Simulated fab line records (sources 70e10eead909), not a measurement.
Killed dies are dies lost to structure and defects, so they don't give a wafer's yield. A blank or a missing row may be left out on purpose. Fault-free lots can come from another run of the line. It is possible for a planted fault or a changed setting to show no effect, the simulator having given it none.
fab line records + flow nandHarc
record
- lots=15
- wafers=43
- lastDay=33
route steps=1302 shown A_CHANNEL_FILL_D1@513 A_ONON_D2@562 A_CHANNEL_HOLE_D2@587
lots that met no fault: taken from a fault-free run of the same line
startH: the number of hours between the record's first day and the start of the first shown wafer of the lot + waitH: how many hours have passed since the lot's step before this one + " repeats the value in the row above + L1.1+2: a single row standing in for several wafers + - value missing, or start not given + * or withheld: withheld + < > ~ a bound
route shown NAME@n: a module of which the file shows steps, and the number in the route of the first + usual: mean and standard deviation over wafers with no fault + same: alike in all rows + chamber/n: place in a boat + sites: readings site by site + _std_site: the values' standard deviation + _edge_site: mean of outer sites minus mean of inner sites + radiusMm: for every site, how far away it sits from the centre of the wafer + mask NAME#n: copy n + behind: the last tool/chamber to shape the wafer + hold: what put the lot on hold/how long, in hours/how the hold closed + device: transistor that didn't switch, given as n, p or np + end of line: the tests these same wafers got at the end of their route + a step without rows: its recipe alone + killed: dies that structure and defects cost at the first sort, which is not the same as the wafer's yield + map: a wafer's dies, marking killed ones x, the rest . and places with no die _
set.NAME: setting as actually run; set.NAME@STEP: the setting as run at that earlier step + model.NAME: the simulator's own value behind a step, which no gauge read
the route's steps for a sample of lots (tables are steps, rows are wafers)
services: a tool's chamber out of use, with start hour (startH, from the record's first day; less than 0 if before it), hours out, and reason
## steps
# step NHARC_A_CHANNEL_FILL_D1_CMP_10
# recipe
- targetThkNm=150
# usual
- motorCurrentA=11.9/1.5
- slurryFilterDpKPa=13.52/0.13
- slurryFlowMlMin=149.9/0.45
- timeToEndpointS=15.1/2.6
| lot.wafer | tool   | chamber | startH | waitH | motorCurrentA | slurryFilterDpKPa | slurryFlowMlMin | timeToEndpointS |
|-----------|--------|---------|--------|-------|---------------|-------------------|-----------------|-----------------|
| L849.4    | cmp-01 | 1       | 237.13 | 0.4   | 11.4          | 13.35             | 149.8           | 12.4            |
| L849.1    | "      | 3       | "      | "     | 12.6          | 13.57             | 150.1           | 13.6            |
| L849.6    | "      | 1       | "      | "     | 11.1          | 13.52             | 150.0           | 14.4            |
| L850.3    | cmp-04 | 0       | 243.80 | 0.4   | 10.1          | 13.40             | 150.7           | 13.2            |
| L850.4    | "      | 1       | "      | "     | 10.7          | 13.49             | 149.8           | 11.1            |
| L850.5    | "      | 0       | "      | "     | 10.2          | 13.41             | 150.0           | 13.0            |
| L851.3    | cmp-04 | 2       | 258.94 | 0.4   | 14.2          | 13.50             | 149.6           | 14.7            |
| L851.5    | "      | 3       | "      | "     | 11.6          | 13.37             | 149.5           | 12.8            |
| L851.6    | "      | 0       | "      | "     | 9.9           | 13.62             | 149.4           | 12.5            |
| L855.1    | cmp-02 | 3       | 295.98 | 0.4   | 10.4          | 13.61             | 149.7           | 18.8            |
| L855.6    | "      | 1       | "      | "     | 10.3          | 13.46             | 150.0           | 17.4            |
| L855.5    | "      | 2       | "      | "     | 14.1          | 13.40             | 150.5           | 16.0            |
| L858.1    | cmp-01 | 0       | 321.32 | 0.4   | 13.6          | 13.55             | 149.7           | 15.0            |
| L858.4    | "      | 2       | "      | "     | 12.5          | 13.45             | 149.6           | 14.1            |
| L858.5    | "      | 3       | "      | "     | 12.9          | 13.39             | 149.6           | 13.2            |
| L859.2    | cmp-01 | 3       | 329.66 | 0.4   | 13.2          | 13.41             | 150.2           | 8.6             |
| L859.3    | "      | 0       | "      | "     | 14.3          | 13.47             | 149.6           | 9.8             |
| L859.5    | "      | 2       | "      | "     | 13.4          | 13.46             | 150.4           | 11.5            |
| L860.1    | cmp-02 | 1       | 342.22 | 0.4   | 10.0          | 13.39             | 150.5           | 18.3            |
| L860.3    | "      | 3       | "      | "     | 9.9           | 13.37             | 149.9           | 17.9            |
| L860.4    | "      | 0       | "      | "     | 13.4          | 13.69             | 149.4           | 16.7            |
| L863.2    | cmp-04 | 0       | 378.01 | 0.4   | 9.7           | 13.64             | 149.8           | 16.8            |
| L863.3    | "      | 1       | "      | "     | 10.6          | 13.53             | 150.0           | 15.1            |
| L863.6    | "      | 0       | "      | "     | 10.1          | 13.42             | 149.5           | 16.9            |
| L864.2    | cmp-02 | 3       | 378.03 | 0.4   | 10.1          | 13.58             | 149.7           | 15.0            |
| L864.3    | "      | 1       | "      | "     | 10.2          | 13.66             | 149.7           | 14.1            |
| L864.6    | "      | 3       | "      | "     | 10.3          | 13.51             | 150.5           | 16.7            |
| L867.4    | cmp-02 | 3       | 417.80 | 0.4   | 9.9           | 13.41             | 149.8           | 17.1            |
| L867.1    | "      | 0       | "      | "     | 13.0          | 13.52             | 149.8           | 14.5            |
| L868.1    | cmp-01 | 0       | 424.61 | 0.4   | 14.3          | 13.31             | 149.8           | 18.7            |
| L868.4    | "      | 2       | "      | "     | 13.1          | 13.29             | 150.2           | 14.9            |
| L868.5    | "      | 0       | "      | "     | 13.7          | 13.61             | 150.7           | 16.8            |
| L869.1    | cmp-01 | 1       | 439.70 | 0.4   | 11.6          | 13.53             | 150.6           | 15.6            |
| L869.4    | "      | 2       | "      | "     | 12.3          | 13.64             | 149.8           | 18.4            |
| L869.6    | "      | 0       | "      | "     | 13.8          | 13.59             | 149.7           | 17.4            |
| L870.1    | cmp-02 | 3       | 447.85 | 0.4   | 10.3          | 13.68             | 149.2           | 17.2            |
| L870.3    | "      | 0       | "      | "     | 12.8          | 13.45             | 149.6           | 14.1            |
| L870.5    | "      | 1       | "      | "     | 10.5          | 13.24             | 150.4           | 15.0            |
| L871.4    | cmp-02 | 2       | 450.54 | 0.4   | 13.6          | 13.26             | 149.3           | 16.1            |
| L871.5    | "      | 1       | "      | "     | 10.1          | 13.28             | 149.3           | 18.1            |
| L872.4    | cmp-02 | 0       | 483.02 | 0.4   | 12.5          | 13.57             | 149.5           | 15.8            |
| L872.1    | "      | 2       | "      | "     | 13.4          | 13.67             | 149.9           | 14.1            |
| L872.5    | "      | 1       | "      | "     | 10.4          | 13.60             | 149.8           | 13.8            |
# step NHARC_A_ONON_D2_DEP_25
# recipe
- targetThkA=10000
- n2FlowSccm=2750
- n2oFlowSccm=2000
- nh3FlowSccm=500
- sih4FlowSccm=210
- tempC=400
| lot.wafer  | tool         | chamber | startH | waitH |
|------------|--------------|---------|--------|-------|
| L849.1+4+6 | pecvdOnon-04 | 0       | 284.95 | 0.1   |
| L850.3+4+5 | pecvdOnon-04 | 0       | 292.04 | 0.2   |
| L851.3+5+6 | pecvdOnon-04 | 0       | 307.91 | 0.2   |
| L855.1+5+6 | pecvdOnon-04 | 0       | 341.75 | 0.1   |
| L858.1+4+5 | pecvdOnon-03 | 0       | 367.27 | 0.1   |
| L859.2+3+5 | pecvdOnon-03 | 0       | 377.20 | 0.1   |
| L860.1+3+4 | pecvdOnon-01 | 0       | 395.58 | 0.1   |
| L863.2+3+6 | pecvdOnon-03 | 0       | 425.64 | 0.1   |
| L864.2+3+6 | pecvdOnon-04 | 0       | 425.66 | 0.1   |
| L867.1+4   | pecvdOnon-03 | 0       | 467.01 | 0.1   |
| L868.1+4+5 | pecvdOnon-04 | 0       | 477.28 | 0.1   |
| L869.1+4+6 | pecvdOnon-03 | 0       | 492.49 | 0.1   |
| L870.1+3+5 | pecvdOnon-01 | 0       | 496.17 | 0.1   |
| L871.4+5   | pecvdOnon-03 | 0       | 496.33 | 0.2   |
| L872.1+4+5 | pecvdOnon-01 | 0       | 530.60 | 0.1   |
# step NHARC_A_ONON_D2_THK_MEAS_27
# recipe
- thkMeasGauge=ellipsometry
# usual
- thkNm=998/8.5
| lot.wafer | tool         | chamber | startH | waitH | thkNm |
|-----------|--------------|---------|--------|-------|-------|
| L849.1    | filmMetro-02 | -       | 285.46 | -     | 1005  |
| L849.4    | "            | -       | "      | "     | 1008  |
| L849.6    | "            | -       | "      | "     | 1006  |
| L850.3    | filmMetro-02 | -       | 292.44 | -     | 992   |
| L850.4    | "            | -       | "      | "     | 993   |
| L850.5    | "            | -       | "      | "     | 994   |
| L851.3    | filmMetro-01 | -       | 308.30 | -     | 1001  |
| L851.5    | "            | -       | "      | "     | 1001  |
| L851.6    | "            | -       | "      | "     | 1001  |
| L855.1    | filmMetro-02 | -       | 342.25 | -     | 982   |
| L855.5    | "            | -       | "      | "     | 986   |
| L855.6    | "            | -       | "      | "     | 983   |
| L858.1    | filmMetro-02 | -       | 367.77 | -     | 999   |
| L858.4    | "            | -       | "      | "     | 1000  |
| L858.5    | "            | -       | "      | "     | 999   |
| L859.2    | filmMetro-01 | -       | 377.65 | -     | 993   |
| L859.3    | "            | -       | "      | "     | 993   |
| L859.5    | "            | -       | "      | "     | 995   |
| L860.1    | filmMetro-01 | -       | 396.09 | -     | 1008  |
| L860.3    | "            | -       | "      | "     | 1007  |
| L860.4    | "            | -       | "      | "     | 1004  |
| L863.2    | filmMetro-01 | -       | 426.09 | -     | 990   |
| L863.3    | "            | -       | "      | "     | 989   |
| L863.6    | "            | -       | "      | "     | 990   |
| L864.2    | filmMetro-02 | -       | 426.12 | -     | 996   |
| L864.3    | "            | -       | "      | "     | 995   |
| L864.6    | "            | -       | "      | "     | 996   |
| L867.1    | filmMetro-01 | -       | 467.52 | -     | 1004  |
| L867.4    | "            | -       | "      | "     | 923   |
| L868.1    | filmMetro-02 | -       | 477.79 | -     | 1002  |
| L868.4    | "            | -       | "      | "     | 999   |
| L868.5    | "            | -       | "      | "     | 1002  |
| L869.1    | filmMetro-02 | -       | 493.00 | -     | 1001  |
| L869.4    | "            | -       | "      | "     | 915   |
| L869.6    | "            | -       | "      | "     | 918   |
| L871.4    | filmMetro-01 | -       | 496.67 | -     | 913   |
| L871.5    | "            | -       | "      | "     | 994   |
| L870.1    | filmMetro-02 | -       | 496.69 | -     | 1007  |
| L870.3    | "            | -       | "      | "     | 1006  |
| L870.5    | "            | -       | "      | "     | 1008  |
| L872.1    | filmMetro-01 | -       | 531.11 | -     | 1008  |
| L872.4    | "            | -       | "      | "     | 1010  |
| L872.5    | "            | -       | "      | "     | 1007  |
# step NHARC_A_ONON_D2_THK_MEAS_34
# recipe
- thkMeasGauge=ellipsometry
# usual
- thkNm=200.3/2.9
| lot.wafer | tool         | chamber | startH | waitH | thkNm |
|-----------|--------------|---------|--------|-------|-------|
| L849.1    | filmMetro-01 | -       | 286.50 | -     | 196.4 |
| L849.4    | "            | -       | "      | "     | 201.3 |
| L849.6    | "            | -       | "      | "     | 198.0 |
| L850.3    | filmMetro-01 | -       | 293.47 | -     | 201.3 |
| L850.4    | "            | -       | "      | "     | 203.2 |
| L850.5    | "            | -       | "      | "     | 206.2 |
| L851.3    | filmMetro-02 | -       | 309.34 | -     | 195.6 |
| L851.5    | "            | -       | "      | "     | 203.1 |
| L851.6    | "            | -       | "      | "     | 203.9 |
| L855.1    | filmMetro-01 | -       | 343.28 | -     | 201.7 |
| L855.5    | "            | -       | "      | "     | 202.5 |
| L855.6    | "            | -       | "      | "     | 203.0 |
| L858.1    | filmMetro-02 | -       | 368.80 | -     | 196.9 |
| L858.4    | "            | -       | "      | "     | 198.4 |
| L858.5    | "            | -       | "      | "     | 200.4 |
| L859.2    | filmMetro-01 | -       | 378.70 | -     | 194.5 |
| L859.3    | "            | -       | "      | "     | 197.1 |
| L859.5    | "            | -       | "      | "     | 197.6 |
| L860.1    | filmMetro-01 | -       | 397.13 | -     | 193.8 |
| L860.3    | "            | -       | "      | "     | 193.7 |
| L860.4    | "            | -       | "      | "     | 192.3 |
| L863.2    | filmMetro-02 | -       | 427.12 | -     | 199.3 |
| L863.3    | "            | -       | "      | "     | 200.4 |
| L863.6    | "            | -       | "      | "     | 202.6 |
| L864.2    | filmMetro-02 | -       | 427.15 | -     | 196.6 |
| L864.3    | "            | -       | "      | "     | 197.3 |
| L864.6    | "            | -       | "      | "     | 199.3 |
| L867.1    | filmMetro-01 | -       | 468.56 | -     | 196.5 |
| L867.4    | "            | -       | "      | "     | 198.1 |
| L868.1    | filmMetro-01 | -       | 478.97 | 0.4   | 200.8 |
| L868.4    | "            | -       | "      | "     | 203.7 |
| L868.5    | "            | -       | "      | "     | 202.8 |
| L869.1    | filmMetro-01 | -       | 494.04 | -     | 198.2 |
| L869.4    | "            | -       | "      | "     | 203.0 |
| L869.6    | "            | -       | "      | "     | 200.5 |
| L871.4    | filmMetro-01 | -       | 497.70 | -     | 201.4 |
| L871.5    | "            | -       | "      | "     | 200.7 |
| L870.1    | filmMetro-02 | -       | 497.72 | -     | 199.1 |
| L870.3    | "            | -       | "      | "     | 200.8 |
| L870.5    | "            | -       | "      | "     | 204.6 |
| L872.1    | filmMetro-02 | -       | 532.14 | -     | 198.0 |
| L872.4    | "            | -       | "      | "     | 200.7 |
| L872.5    | "            | -       | "      | "     | 197.8 |
# step NHARC_A_CHANNEL_HOLE_D2_ETCH_39
# recipe
- targetDepthA=2600
- overEtchFrac=0.3
- timeS=325
- ionEnergyEv=200
- n2FlowSccm=150
- h2FlowSccm=150
- arFlowSccm=0
- rfW=400
- biasW=150
- chemistry=N2/H2
# usual
- drypumpMotorCurrentA=5.9/0.47
- oesProductAu=1.000/0.0071
- rfVppV=429.4/2
- showerheadPlenumPTorr=1.99/0.067
- throttleValvePct=14.171/0.009
# same
- timeS=325
| lot.wafer | tool       | chamber | startH | waitH | drypumpMotorCurrentA | oesProductAu | rfHoursCounterH | rfVppV | showerheadPlenumPTorr | throttleValvePct |
|-----------|------------|---------|--------|-------|----------------------|--------------|-----------------|--------|-----------------------|------------------|
| L849.4    | rieDiel-12 | 1       | -      | -     | 6.2                  | 1.004        | 1.3             | 433.0  | 2.08                  | 14.175           |
| L849.1    | "          | 2       | "      | "     | 6.5                  | 0.989        | 1.2             | 434.0  | 2.16                  | 14.166           |
| L849.6    | "          | 0       | "      | "     | 4.7                  | 1.004        | -               | 428.8  | 2.02                  | 14.189           |
| L850.4    | rieDiel-03 | 1       | -      | -     | 6.8                  | 0.986        | 0.2             | 430.9  | 2.04                  | 14.174           |
| L850.3    | "          | 2       | "      | "     | 5.6                  | 0.997        | 0.2             | 427.4  | 1.92                  | 14.167           |
| L850.5    | "          | 3       | "      | "     | 6.0                  | 0.983        | -               | 427.6  | 1.91                  | 14.160           |
| L851.3    | rieDiel-03 | 3       | -      | -     | 6.0                  | 1.010        | 1.2             | 426.5  | 1.91                  | 14.169           |
| L851.6    | "          | 2       | "      | "     | 5.7                  | 0.994        | -               | 426.8  | 1.92                  | 14.163           |
| L851.5    | "          | 3       | "      | "     | 6.0                  | 0.993        | -               | 425.9  | 1.91                  | 14.158           |
| L855.1    | rieDiel-04 | 1       | -      | -     | 5.7                  | 1.006        | 8.5             | 428.4  | 1.98                  | 14.163           |
| L855.6    | "          | 1       | "      | "     | 5.7                  | 1.014        | -               | 428.2  | 1.98                  | 14.164           |
| L855.5    | "          | 2       | "      | "     | 5.8                  | 0.987        | -               | 427.9  | 1.97                  | 14.158           |
| L858.1    | rieDiel-04 | 3       | -      | -     | 5.5                  | 1.000        | 0.2             | 427.8  | 1.95                  | 14.171           |
| L858.4    | "          | 0       | "      | "     | 6.0                  | 0.991        | 0.2             | 426.6  | 1.93                  | 14.175           |
| L858.5    | "          | 2       | "      | "     | 5.8                  | 0.996        | -               | 429.5  | 1.97                  | 14.178           |
| L859.2    | rieDiel-03 | 0       | -      | -     | 6.0                  | 0.998        | 4.7             | 428.4  | 2.02                  | 14.187           |
| L859.3    | "          | 3       | "      | "     | 6.0                  | 0.993        | 4.6             | 428.0  | 1.91                  | 14.173           |
| L859.5    | "          | 0       | "      | "     | 6.0                  | 1.003        | -               | 430.1  | 2.02                  | 14.162           |
| L860.4    | rieDiel-04 | 2       | -      | -     | 5.8                  | 1.003        | 2.2             | 428.0  | 1.97                  | 14.161           |
| L860.3    | "          | 0       | "      | "     | 5.9                  | 0.995        | 2.1             | 428.2  | 1.93                  | 14.167           |
| L860.1    | "          | 1       | "      | "     | 5.7                  | 1.005        | 2.0             | 428.8  | 1.97                  | 14.166           |
| L863.3    | rieDiel-04 | 0       | -      | -     | 6.0                  | 0.986        | 3.4             | 429.3  | 1.93                  | 14.176           |
| L863.2    | "          | 2       | "      | "     | 5.8                  | 0.996        | 3.8             | 429.0  | 1.97                  | 14.188           |
| L863.6    | "          | 1       | "      | "     | 5.7                  | 0.991        | -               | 429.3  | 1.97                  | 14.174           |
| L864.2    | rieDiel-12 | 3       | -      | -     | 5.9                  | 1.002        | 8.7             | 430.3  | 2.03                  | 14.159           |
| L864.3    | "          | 0       | "      | "     | 4.7                  | 1.006        | 8.4             | 428.7  | 2.02                  | 14.174           |
| L864.6    | "          | 0       | "      | "     | 4.8                  | 1.000        | -               | 430.6  | 2.02                  | 14.180           |
| L867.4    | rieDiel-03 | 2       | -      | -     | 5.6                  | 0.993        | 1.0             | 427.6  | 1.92                  | 14.171           |
| L867.1    | "          | 1       | "      | "     | 6.8                  | 0.992        | 1.0             | 430.6  | 2.04                  | 14.183           |
| L868.4    | rieDiel-03 | 1       | -      | -     | 6.7                  | 1.003        | 1.9             | 431.2  | 2.04                  | 14.169           |
| L868.1    | "          | 0       | "      | "     | 6.0                  | 1.001        | 1.2             | 428.6  | 2.02                  | 14.164           |
| L868.5    | "          | 2       | "      | "     | 5.7                  | 1.009        | -               | 426.8  | 1.92                  | 14.170           |
| L869.1    | rieDiel-03 | 2       | -      | -     | 5.7                  | 1.002        | 3.0             | 427.5  | 1.92                  | 14.169           |
| L869.4    | "          | 0       | "      | "     | 6.0                  | 1.009        | 2.0             | 430.6  | 2.02                  | 14.166           |
| L869.6    | "          | 1       | "      | "     | 6.7                  | 1.008        | -               | 430.8  | 2.04                  | 14.164           |
| L871.4    | rieDiel-12 | 1       | -      | -     | 6.2                  | 1.006        | 2.6             | 431.9  | 2.08                  | 14.167           |
| L871.5    | "          | 3       | "      | "     | 5.9                  | 0.996        | -               | 430.4  | 2.03                  | 14.185           |
| L870.1    | rieDiel-04 | 1       | -      | -     | 5.7                  | 0.991        | 7.2             | 428.4  | 1.97                  | 14.179           |
| L870.3    | "          | 2       | "      | "     | 5.8                  | 1.003        | 7.2             | 429.8  | 1.97                  | 14.171           |
| L870.5    | "          | 0       | "      | "     | 6.0                  | 1.009        | -               | 427.9  | 1.93                  | 14.178           |
| L872.1    | rieDiel-03 | 0       | -      | -     | 6.0                  | 1.002        | 5.4             | 429.2  | 2.02                  | 14.176           |
| L872.4    | "          | 2       | "      | "     | 5.6                  | 1.004        | 7.6             | 425.9  | 1.91                  | 14.164           |
| L872.5    | "          | 1       | "      | "     | 6.7                  | 1.000        | -               | 430.0  | 2.03                  | 14.169           |
## services
| tool         | chamber | startH | hours | kind   |
|--------------|---------|--------|-------|--------|
| cmp-02       | -       | 218.75 | 1.0   | repair |
| pecvdOnon-03 | -       | 227.00 | 13.0  | pm     |
| cmp-02       | -       | 230.33 | 2.2   | repair |
| cmp-01       | -       | 245.49 | 2.6   | repair |
| cmp-01       | -       | 256.48 | 1.1   | repair |
| cmp-02       | -       | 259.42 | 1.8   | repair |
| cmp-01       | -       | 267.78 | 0.6   | repair |
| cmp-01       | -       | 269.46 | 1.5   | repair |
| cmp-02       | -       | 272.24 | 3.0   | repair |
| rieDiel-03   | -       | 281.30 | 9.0   | pm     |
| cmp-01       | -       | 283.67 | 4.0   | pm     |
| rieDiel-04   | 2       | 301.21 | 8.1   | repair |
| pecvdOnon-04 | -       | 311.00 | 13.0  | pm     |
| rieDiel-03   | 1       | 321.44 | 3.8   | repair |
| cmp-02       | -       | 330.52 | 4.0   | pm     |
| rieDiel-04   | -       | 354.90 | 9.0   | pm     |
| rieDiel-04   | 0       | 369.04 | 4.1   | repair |
| cmp-02       | -       | 383.01 | 7.9   | repair |
| pecvdOnon-03 | -       | 408.00 | 13.0  | pm     |
| cmp-02       | -       | 428.52 | 4.0   | pm     |
| rieDiel-03   | -       | 458.30 | 9.0   | pm     |
| pecvdOnon-04 | -       | 461.79 | 1.3   | repair |
| pecvdOnon-04 | -       | 492.27 | 13.0  | pm     |
| cmp-02       | -       | 526.52 | 4.0   | pm     |
## key
firstSign
- step=NHARC_A_ONON_D2_THK_MEAS_27
- reading=thkNm
- direction=down
- sigmas=9.5
- usual=998
- struck=917
effect none on later readings
metAt NHARC_A_ONON_D2_DEP_25
struckLots L867,L869,L871
struckWafers L867.4,L869.4,L869.6,L871.4
sortLeftOut L867.4,L869.4,L869.6,L871.4
testerLeftOut L867,L869,L871
notActingAt NHARC_A_CHANNEL_FILL_D1_CMP_10,NHARC_A_ONON_D2_THK_MEAS_34,NHARC_A_CHANNEL_HOLE_D2_ETCH_39
onsetBetween 425.64 467.01
fault
- kind=processParameterDrift
- tool=pecvdOnon-03
- chamber=-
- onsetH=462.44
- steps=NHARC_A_ONON_D2_DEP_25
- channel=targetThkA
- offset=*
- shape=step
- endH=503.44
- scope=struckWafersOnly
- actsIn=*
- stated=*
# testerLeftOut: of these lots the tester's yield and bins aren't shown, on N5 and GAA mostly nor the transistor test; their killed dies are dies lost to structure and defects alone, not to doping, threshold or leakage, so they don't give the yield
# sortLeftOut: the simulated sort isn't trusted on such a fault, so these wafers' sort isn't shown, and their yield isn't known
